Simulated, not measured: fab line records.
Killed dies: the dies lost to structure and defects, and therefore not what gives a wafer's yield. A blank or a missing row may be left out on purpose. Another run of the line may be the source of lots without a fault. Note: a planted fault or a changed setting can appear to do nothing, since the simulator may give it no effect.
Matching of chambers + flow nand_harc + pecvd-02 running NHARC_A_SLIT_DEP_25: 3 sister chambers
The step deposits SiO2, target thk 200 nm. 6 wafers are shown with their chamber, then 7 later ones without.

WAFERS WITH THEIR CHAMBER
| wafer  | chamber | heater_power_w (W) | throttle_valve_pct (%) |
|--------|---------|--------------------|------------------------|
| L088.2 | 2       | 407                | 15.7                   |
| L087.4 | 0       | 485                | 16.1                   |
| L087.5 | 1       | 537                | 16.0                   |
| L087.6 | 2       | 458                | 16.0                   |
| L090.1 | 1       | 617                | 16.3                   |
| L090.2 | 0       | 554                | 16.0                   |

WAFERS WITHOUT THEIR CHAMBER
| wafer  | heater_power_w (W) | throttle_valve_pct (%) |
|--------|--------------------|------------------------|
| L090.5 | 639                | 16.5                   |
| L093.2 | 581                | 16.2                   |
| L093.5 | 601                | 16.5                   |
| L093.6 | 436                | 15.8                   |
| L096.4 | 559                | 16.2                   |
| L096.5 | 563                | 16.2                   |
| L096.6 | 447                | 15.9                   |

THE CHAMBER EACH PASSED THROUGH
| wafer  | from the rows above     | in truth |
|--------|-------------------------|----------|
| L090.5 | can't be placed: 1 or 0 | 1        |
| L093.2 | can't be placed: 1 or 0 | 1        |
| L093.5 | can't be placed: 1 or 0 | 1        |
| L093.6 | can't be placed: 2 or 0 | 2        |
| L096.4 | can't be placed: 1 or 0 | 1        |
| L096.5 | can't be placed: 1 or 0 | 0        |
| L096.6 | can't be placed: 2 or 0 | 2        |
Placed correctly: 0 of 7. From these rows, 7 cannot be placed; in 7 the true chamber is one of the candidates. Placed wrongly: 0.
How it was worked out, from the rows above alone: a wafer's distance from a chamber is the root of the sum, over the readings, of the square of ((its reading less the chamber's mean) divided by the reading's scatter). If the next closest chamber is less than 2 further off than the closest, the wafer can't be placed; otherwise it belongs to the closest. A chamber's mean is the mean of its shown wafers. The scatter: take each reading less its chamber's mean, square it, sum over the shown wafers, divide by the number of wafers less the number of chambers, and take the root.
